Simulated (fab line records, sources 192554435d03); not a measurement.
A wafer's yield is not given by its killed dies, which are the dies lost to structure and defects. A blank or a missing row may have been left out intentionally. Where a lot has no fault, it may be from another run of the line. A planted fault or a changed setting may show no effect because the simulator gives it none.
The same fault as seen by 2 desks    flow n5_finfet    every desk sees just its own numbers, and what lay behind them comes last

FROM THE METROLOGY DESK
What the gauges read, lot by lot, whatever tool the lot ran on: means of the sampled wafers that have a number. The brackets show how far a lot's mean lies from the usual mean; more than 4 standard deviations puts the lot out of limits, marked OUT. Of its 11 readings 7 are shown: those that lie furthest out on some lot.
Columns: A = FIN_CUT_OVL at N5_FIN_CUT_OVL_MEAS_09, usual -0.2 nm; B = DIBL_N at N5_BEOL_M4_RC_MEAS_101, usual 36.0 mV/V; C = DIBL_P at N5_BEOL_M4_RC_MEAS_101, usual 35.9 mV/V; D = IOFF_N at N5_BEOL_M4_RC_MEAS_101, usual 0.16 nA/um; E = ION_P at N5_BEOL_M4_RC_MEAS_101, usual 463 uA/um; F = VT_N at N5_BEOL_M4_RC_MEAS_101, usual 250 mV; G = VT_P at N5_BEOL_M4_RC_MEAS_101, usual -251 mV
lot   first seen here  A     B     C     D     E    F    G
L471  day 2 22:55      -0.4  34.9  35.2  0.14  449  250  -254
L472  day 3 04:24      0.0   33.1  32.1  0.11  459  258  -255
L474  day 3 17:46      -0.6  40.7  39.7  0.22  469  247  -249
L475  day 3 22:20      -0.4  35.2  34.6  0.14  467  251  -249
L477  day 4 09:50      -0.1  36.3  35.0  0.14  450  256  -256
L478  day 4 14:34      -0.5  35.0  35.4  0.14  458  249  -255
L484  day 6 03:04      0.1   35.7  37.0  0.17  475  247  -248
L487  day 6 21:01      -1.0  39.0  40.1  0.20  473  247  -249
L488  day 7 02:32      0.4   35.7  36.3  0.16  464  250  -252
L489  day 7 08:14      -0.5  34.2  33.8  0.14  464  252  -248
Result from this desk: across the 10 lots, nothing is out of limits.

AT THE TOOL OWNER'S DESK: vapor_etch-02
The tool's own readings at N5_FIN_CUT_PRECLEAN_35 (cleans in vHF, time 13.3 s): means of the sampled wafers that have a number, for each lot that ran on this tool. The brackets show how far a lot's mean lies from the usual mean; more than 4 standard deviations puts the lot out of limits, marked OUT.
Columns: A = drypump_motor_current_A at N5_FIN_CUT_PRECLEAN_35, usual 5.48 A
lot   first seen here  A
L471  day 2 23:34      5.42
L472  day 3 05:02      5.41
L474  day 3 18:25      5.49
L475  day 3 22:59      5.41
L477  day 4 10:29      5.42
L478  day 4 15:20      5.49
L487  day 6 21:53      5.42
L488  day 7 03:16      5.50
L489  day 7 09:04      5.32
Result from this desk: across the 9 lots, nothing is out of limits.

PUT TOGETHER
At the metrology desk, nothing out of limits was observed.
The desk of the tool owner found nothing out of limits.

WHAT WAS PUT IN BY THE SIMULATOR
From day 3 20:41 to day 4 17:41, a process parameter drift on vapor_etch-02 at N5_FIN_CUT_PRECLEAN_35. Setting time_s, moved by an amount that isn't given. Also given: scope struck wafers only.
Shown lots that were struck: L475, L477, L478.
